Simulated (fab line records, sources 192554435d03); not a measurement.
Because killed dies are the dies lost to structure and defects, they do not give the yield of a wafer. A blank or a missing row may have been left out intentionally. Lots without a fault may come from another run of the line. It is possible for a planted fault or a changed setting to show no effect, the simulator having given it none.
A lot that was struck, set against a sound lot | flow n5-finfet | 16 out of 1938 route steps
Sound: these wafers, L602.1, L602.3, L602.4. Struck: wafer L612.1 (left out: L612.3, a lot-mate that was not struck); the cause follows at the end.
Order at every step that has rows: each side's tool, ch and its chambers, its first start. Under that, the readings that differ: sound wafers | struck wafers | difference of the means | sigmas: that difference in standard deviations of wafers without a fault.
alike: words and numbers the same on both sides, and readings whose means are apart by under 2 such deviations; not compared: readings that were withheld, readings missing a value for some wafer, numbers with overlapping values and no deviation given by the record, and bounds like >300 which may hide the same value.
Wherever a step has rows on one side only, a row that says differs or no value, or a row with sigmas, the two part there. When numbers do not overlap yet have no deviation, they are printed without sigmas and do not part them. A reading missing from all wafers of one side parts the sides only when that side holds two or more wafers.

N5_BEOL_M0_SAQP_ETCH_49: etches SiO2 in CF4/O2, target depth 37 nm.
  sound on rie-diel-04 ch 0,1,3, day 7 13:28; struck on rie-diel-03 ch 2, day 10 02:22
  alike: drypump-motor-current-A, oes-product-au, rf-fwd-power-W, rf-vpp-V, showerhead-plenum-p-Torr, throttle-valve-pct
  not compared: rf-hours-counter-h
N5_BEOL_M0_SAQP_STRIP_75: strips in CF4.
  sound on rie-diel-04 ch 0,1,3, day 7 13:34; struck on rie-diel-03 ch 2, day 10 02:28
  reading                         | sound          | struck | difference | sigmas
  showerhead-plenum-p-Torr (Torr) | 1.83 1.85 1.85 | 1.75   | -0.09      | -2
  alike: drypump-motor-current-A, oes-product-au, rf-fwd-power-W, rf-vpp-V, throttle-valve-pct
  not compared: rf-hours-counter-h
then, 7 steps without rows for these wafers: N5_BEOL_M0_CUTY_COAT_50 (time 60 s, resist thk 15 nm); N5_BEOL_M0_CUTY_COAT_51 (resist thk 150 nm); N5_BEOL_M0_CUTY_EBR_52; N5_BEOL_M0_CUTY_SOFTBAKE_53 (time 60 s); N5_BEOL_M0_CUTY_EXPOSE_54 (exposes mask M0 ABLK); N5_BEOL_M0_CUTY_PEB_55 (peb time 60 s); N5_BEOL_M0_CUTY_DEVELOP_56 (develop time 30 s).
N5_BEOL_M0_CUTY_CD_MEAS_57 targets a cd of 200 nm.
  sound on cd-sem-03 ch 0, day 7 13:52; struck on cd-sem-01 ch 0, day 10 02:51
  alike: cd-nm
N5_BEOL_M0_CUTY_OVL_MEAS_58:
  sound on overlay-01 ch 0, day 7 13:54; struck on overlay-02 ch 0, day 10 02:53
  alike: M0_ABLK_OVL
N5_BEOL_M0_CUTY_INSPECT_59: inspects for defects (macro).
  sound on defect-inspect-02 at day 7 13:56; struck on defect-inspect-01 at day 10 02:55
  alike: raw-defect-count
N5_BEOL_M0_CUTY_DESCUM_61: chemistry O2, time 7.9 s.
  sound on rie-diel-02 ch 0,1,2, day 7 14:16; struck on rie-diel-02 ch 2, day 10 02:56
  alike: drypump-motor-current-A, oes-product-au, rf-vpp-V, showerhead-plenum-p-Torr, throttle-valve-pct
  not compared: rf-fwd-power-W, rf-hours-counter-h, model.CAR-ArF-block_of_BEOL_M0_CUTY_COAT_51.thk-nm
N5_BEOL_M0_CUTY_ETCH_62: etches SiARC in CF4, time 58.5 s.
  sound on rie-diel-02 ch 0,1,2, day 7 14:19; struck on rie-diel-02 ch 2, day 10 02:59
  alike: drypump-motor-current-A, etch-rf-on-time-s, oes-product-au, rf-fwd-power-W, rf-vpp-V, showerhead-plenum-p-Torr, throttle-valve-pct
  not compared: rf-hours-counter-h
-- here the record skips 3 days between the struck wafers' starts before and after, leaving off in module BEOL_M0_CUTY and picking up in module BEOL_M4 (first step shown: number 1111 of the route) --
N5_BEOL_M4_RC_MEAS_101:
  sound on prober-02 ch 0, day 10 00:52; struck on prober-01 ch 0, day 12 17:38
  reading        | sound                | struck | difference | sigmas
  DIBL_P (mV/V)  | 39.4 40.0 38.1       | 34.0   | -5.2       | -2
  IOFF_N (nA/um) | 0.22 0.22 0.19       | 0.14   | -0.07      | -2
  IOFF_P (nA/um) | 0.31 0.31 0.28       | 0.20   | -0.10      | -3
  ION_N (uA/um)  | 692 707 680          | 668    | -25        | -2
  ION_P (uA/um)  | 484 490 473          | 466    | -16        | -2
  VT_N (mV)      | 242 241 246          | 251    | +8         | +3
  VT_P (mV)      | -241.3 -240.8 -241.1 | -248.6 | -7.5       | -3
  alike: DIBL_N, SS_N, SS_P
-- here the record skips 5 days between the struck wafers' starts before and after, leaving off in module BEOL_M4 and picking up in module PASSIVATION (first step shown: number 1936 of the route) --
N5_PASSIVATION_PROBE_49:
  rows exist in the record for the struck wafers here (prober-02, day 17 13:44), but not for the sound ones

WHERE THEY PART
Earliest at N5_BEOL_M0_SAQP_STRIP_75; latest, in this record, at N5_PASSIVATION_PROBE_49.

WHY: the cause the simulator had injected
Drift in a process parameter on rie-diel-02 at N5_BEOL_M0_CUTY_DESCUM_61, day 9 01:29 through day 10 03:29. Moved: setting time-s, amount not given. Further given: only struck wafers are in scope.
